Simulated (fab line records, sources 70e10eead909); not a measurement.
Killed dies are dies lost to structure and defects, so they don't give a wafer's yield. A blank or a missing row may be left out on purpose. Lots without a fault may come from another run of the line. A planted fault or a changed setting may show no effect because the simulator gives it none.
fab line records | flow nand_harc
record lots=14 wafers=42 last_day=33
route steps=1302 shown P_M2@349 P_BONDPAD@352
lots that met no fault: from a run of the same line without faults
start_h: hours from the record's first day to the start of the lot's first wafer shown | wait_h: hours since the lot's step before | " the same as in the row above | L1.1+2: a row that stands for several wafers | - no value, or no start given | * or withheld: withheld | < > ~ a bound
route shown NAME@n: a module of which the file shows steps, and the number in the route of the first | usual: mean/standard deviation of fault-free wafers | same: alike in all rows | chamber/n: place in a boat | sites: the reading at each site | _std_site: their standard deviation | _edge_site: outer sites' mean less inner sites' | radius_mm: how far each site lies from the wafer's centre | mask NAME#n: copy n | behind: the tool/chamber that last shaped the wafer | hold: why the lot was held/for how many hours/how that ended | device: the transistor (n, p or np) that didn't switch | end of line: the same wafers' tests at the end of the route | a step without rows: its recipe alone | killed: dies lost to structure and defects at the first sort, not the wafer's yield | map: a wafer's dies, x killed, . not, _ none there
set.NAME: the setting as run; set.NAME@STEP: as run at that earlier step | model.NAME: the simulator's own value behind a step, which no gauge read
steps of the route over a sample of lots; a table a step, a row a wafer
services: from which hour (start_h, from the record's first day; less than 0 if before it) a tool's chamber was out of use, for how many hours, and why
## steps
# step NHARC_P_M2_PRE_CLEAN_32
# recipe time_s=12 temp_c=370 rf_power_w=300 gas=NH3
# usual heater_power_w=613/110
# columns lot.wafer tool chamber start_h wait_h heater_power_w
L999.2 pecvd-03 2 131.75 0.1 641
L999.3 " 0 " " 821
L999.6 " 0 " " 832
L100.2 pecvd-04 0 136.91 0.1 609
L100.5 " 2 " " 539
L100.4 " 1 " " 500
L101.2 pecvd-01 1 155.24 0.1 463
L101.5 " 1 " " 463
L101.6 " 2 " " 683
L104.3 pecvd-04 2 177.84 0.1 530
L104.2 " 0 " " 531
L104.5 " 2 " " 529
L105.3 pecvd-01 1 195.62 0.1 491
L105.6 " 2 " " 643
L105.5 " 0 " " 675
L107.5 pecvd-01 2 217.79 0.1 678
L107.4 " 0 " " 731
L107.6 " 1 " " 480
L108.2 pecvd-04 2 227.04 0.1 477
L108.5 " 2 " " 489
L108.6 " 0 " " 493
L112.2 pecvd-03 2 263.24 0.1 597
L112.3 " 0 " " 863
L112.4 " 2 " " 598
L114.3 pecvd-01 2 278.55 0.1 619
L114.6 " 0 " " 707
L114.5 " 1 " " 523
L118.3 pecvd-04 2 323.30 0.1 549
L118.2 " 0 " " 641
L118.4 " 1 " " 574
L119.2 pecvd-01 0 334.26 0.1 701
L119.5 " 1 " " 473
L119.4 " 2 " " 651
L120.1 pecvd-03 2 342.93 0.1 611
L120.2 " 0 " " 936
L120.4 " 2 " " 618
L121.1 pecvd-01 2 355.35 0.1 609
L121.3 " 0 " " 711
L121.6 " 2 " " 606
L122.1 pecvd-01 0 369.72 0.1 663
L122.2 " 1 " " 468
L122.5 " 0 " " 665
# step NHARC_P_BONDPAD_CMP_32
# recipe target_thk_nm=200 material=SiCN
# usual motor_current_A=11.7/1.4
# columns lot.wafer tool chamber start_h wait_h motor_current_A
L999.3 cmp-01 3 132.64 - 10.2
L999.2 " 2 " " 11.6
L999.6 " 3 " " 10.1
L100.4 cmp-01 0 137.99 - 10.2
L100.2 " 2 " " 11.6
L100.5 " 0 " " 10.0
L101.2 cmp-02 0 156.19 - 12.4
L101.6 " 2 " " 10.0
L101.5 " 3 " " 13.4
L104.3 cmp-02 1 178.78 - 11.9
L104.2 " 2 " " 10.6
L104.5 " 0 " " 13.2
L105.3 cmp-02 0 196.52 - 13.1
L105.6 " 3 " " 12.9
L105.5 " 0 " " 12.6
L107.4 cmp-04 1 218.65 - 12.7
L107.6 " 1 " " 13.1
L107.5 " 2 " " 14.7
L108.2 cmp-01 0 227.99 - 10.3
L108.6 " 2 " " 11.1
L108.5 " 3 " " 10.8
L112.4 cmp-01 2 264.14 - 11.7
L112.3 " 3 " " 10.4
L112.2 " 1 " " 10.5
L114.3 cmp-01 2 279.47 - 11.4
L114.5 " 1 " " 11.0
L114.6 " 2 " " 11.4
L118.4 cmp-04 3 324.22 - 11.7
L118.2 " 0 " " 14.4
L118.3 " 1 " " 13.1
L119.4 cmp-02 1 335.13 - 12.9
L119.2 " 2 " " 10.7
L119.5 " 0 " " 12.6
L120.2 cmp-01 0 343.81 - 9.8
L120.4 " 2 " " 12.2
L120.1 " 3 " " 9.6
L121.3 cmp-04 0 356.24 - 12.7
L121.1 " 2 " " 15.2
L121.6 " 0 " " 13.6
L122.2 cmp-02 2 370.66 - 10.7
L122.1 " 3 " " 13.0
L122.5 " 0 " " 12.7
# step NHARC_P_BONDPAD_THK_MEAS_33
# recipe thk_meas_gauge=ellipsometry
# usual thk_nm=200.0/1.5
# columns lot.wafer tool chamber start_h wait_h thk_nm
L999.2 film_metro-02 - 132.89 0.2 197.3
L999.3 " - " " 197.9
L999.6 " - " " 198.7
L100.2 film_metro-01 - 138.25 0.2 200.6
L100.4 " - " " 199.1
L100.5 " - " " 201.8
L101.2 film_metro-01 - 156.40 0.2 200.6
L101.5 " - " " 202.8
L101.6 " - " " 200.9
L104.2 film_metro-01 - 178.98 0.2 198.2
L104.3 " - " " 200.8
L104.5 " - " " 199.7
L105.3 film_metro-01 - 196.75 0.2 197.9
L105.5 " - " " 199.6
L105.6 " - " " 199.9
L107.4 film_metro-02 - 218.90 0.2 195.6
L107.5 " - " " 197.1
L107.6 " - " " 198.1
L108.2 film_metro-01 - 228.19 0.2 199.9
L108.5 " - " " 197.9
L108.6 " - " " 200.9
L112.2 film_metro-01 - 264.39 0.2 198.8
L112.3 " - " " 200.8
L112.4 " - " " 200.7
L114.3 film_metro-02 - 279.70 0.2 200.0
L114.5 " - " " 199.0
L114.6 " - " " 200.6
L118.2 film_metro-02 - 324.44 0.2 200.5
L118.3 " - " " 198.7
L118.4 " - " " 200.4
L119.2 film_metro-02 - 335.36 0.2 200.4
L119.4 " - " " 200.6
L119.5 " - " " 201.1
L120.1 film_metro-01 - 344.06 0.2 199.8
L120.2 " - " " 198.8
L120.4 " - " " 201.3
L121.1 film_metro-01 - 356.48 0.2 202.7
L121.3 " - " " 201.6
L121.6 " - " " 202.0
L122.1 film_metro-02 - 370.86 0.2 197.9
L122.2 " - " " 201.5
L122.5 " - " " 200.6
# step NHARC_P_BONDPAD_PEB_07
# recipe peb_temp_c=128 peb_time_s=80
# usual chill_plate_temp_C=23.01/0.1 exhaust_pa=44.9/0.91 peb_time_s=80/0 resist_line_temp_C=22.99/0.1
# columns lot.wafer tool chamber start_h wait_h chill_plate_temp_C exhaust_pa peb_time_s resist_line_temp_C
L999.2 litho_track-02 0 133.37 0.1 23.05 44.5 80 22.83
L999.3 " 0 " " 23.11 44.5 80 22.96
L999.6 " 0 " " 22.97 45.6 80 22.98
L100.2 litho_track-02 0 138.72 0.1 22.98 44.1 80 22.93
L100.4 " 0 " " 22.95 45.8 80 22.91
L100.5 " 0 " " 22.88 44.4 80 22.95
L101.2 litho_track-05 0 156.75 0.1 22.89 45.4 80 23.01
L101.5 " 0 " " 22.95 45.5 80 22.94
L101.6 " 0 " " 22.99 45.5 80 22.91
L104.2 litho_track-07 0 179.47 0.1 22.95 45.0 80 23.11
L104.3 " 0 " " 22.97 45.3 80 22.87
L104.5 " 0 " " 22.93 46.1 80 23.04
L105.3 litho_track-02 0 197.10 0.1 23.16 43.8 80 23.03
L105.5 " 0 " " 23.04 43.8 80 22.87
L105.6 " 0 " " 23.11 44.8 80 23.14
L107.4 litho_track-07 0 219.25 0.0 23.13 45.6 80 23.07
L107.5 " 0 " " 23.20 45.2 80 22.84
L107.6 " 0 " " 23.08 44.4 80 22.94
L108.2 litho_track-07 0 228.67 0.1 22.83 43.5 80 23.00
L108.5 " 0 " " 22.93 43.4 80 22.92
L108.6 " 0 " " 22.81 43.7 80 22.79
L112.2 litho_track-02 - 264.87 0.1 - - - -
L112.3 " - " " - - - -
L112.4 " - " " - - - -
L114.3 litho_track-07 - 280.18 0.1 - - - -
L114.5 " - " " - - - -
L114.6 " - " " - - - -
L118.2 litho_track-07 0 324.92 0.1 22.92 46.2 80 23.10
L118.3 " 0 " " 23.01 46.8 80 23.15
L118.4 " 0 " " 23.09 45.2 80 23.01
L119.2 litho_track-05 0 335.71 0.1 23.12 43.1 80 22.91
L119.4 " 0 " " 23.00 45.1 80 22.90
L119.5 " 0 " " 23.13 44.7 80 22.86
L120.1 litho_track-07 0 344.54 0.1 22.97 45.1 80 22.79
L120.2 " 0 " " 22.96 44.4 80 22.93
L120.4 " 0 " " 22.96 45.4 80 22.79
L121.1 litho_track-05 0 356.97 0.1 22.97 45.6 80 22.97
L121.3 " 0 " " 22.98 45.9 80 23.04
L121.6 " 0 " " 22.81 43.9 80 23.07
L122.1 litho_track-05 0 371.35 0.1 23.07 43.8 80 23.20
L122.2 " 0 " " 23.10 43.5 80 23.00
L122.5 " 0 " " 22.91 43.0 80 23.17
## services
# columns tool chamber start_h hours kind
cmp-04 - 111.14 4.0 pm
cmp-04 - 122.81 0.7 repair
litho_track-05 - 124.02 7.0 pm
pecvd-01 - 130.21 13.0 pm
cmp-02 - 134.50 4.0 pm
pecvd-04 1 140.29 10.2 repair
cmp-01 - 150.84 0.7 repair
cmp-01 - 183.14 2.4 repair
pecvd-03 - 185.29 13.0 pm
cmp-01 - 185.65 4.0 pm
cmp-04 - 209.14 4.0 pm
cmp-04 - 213.58 0.6 repair
litho_track-02 - 227.00 7.0 pm
cmp-02 - 232.50 4.0 pm
cmp-01 - 237.47 2.4 repair
litho_track-07 - 251.00 7.0 pm
pecvd-04 - 264.13 0.7 repair
pecvd-04 - 269.20 13.0 pm
cmp-01 - 283.78 4.0 pm
cmp-01 - 295.48 1.1 repair
litho_track-05 - 299.02 7.0 pm
pecvd-01 - 311.21 13.0 pm
cmp-02 - 330.50 4.0 pm
cmp-02 - 342.08 2.0 repair
## key
first_sign step=NHARC_P_BONDPAD_PEB_07 reading=tool_record direction=missing
effect none on later readings
met_at NHARC_P_BONDPAD_PEB_07
struck_lots L112,L114
later_rows_left_out L112.2,L112.3,L112.4,L114.3,L114.5,L114.6
sort_left_out L112.2,L112.3,L112.4,L114.3,L114.5,L114.6
not_acting_at NHARC_P_M2_PRE_CLEAN_32,NHARC_P_BONDPAD_CMP_32,NHARC_P_BONDPAD_THK_MEAS_33
onset_between 228.67 264.87
fault kind=skipped_step_whole tool=litho_track-02,litho_track-07 chamber=- onset_h=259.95 steps=NHARC_P_BONDPAD_PEB_07 scope=struck_lots_only
# sort_left_out: the simulated sort isn't trusted on such a fault, so these wafers' sort isn't shown, and their yield isn't known
# later_rows_left_out: the simulator's readings of these wafers behind a module that went badly wrong aren't trusted and aren't shown, but for the sort
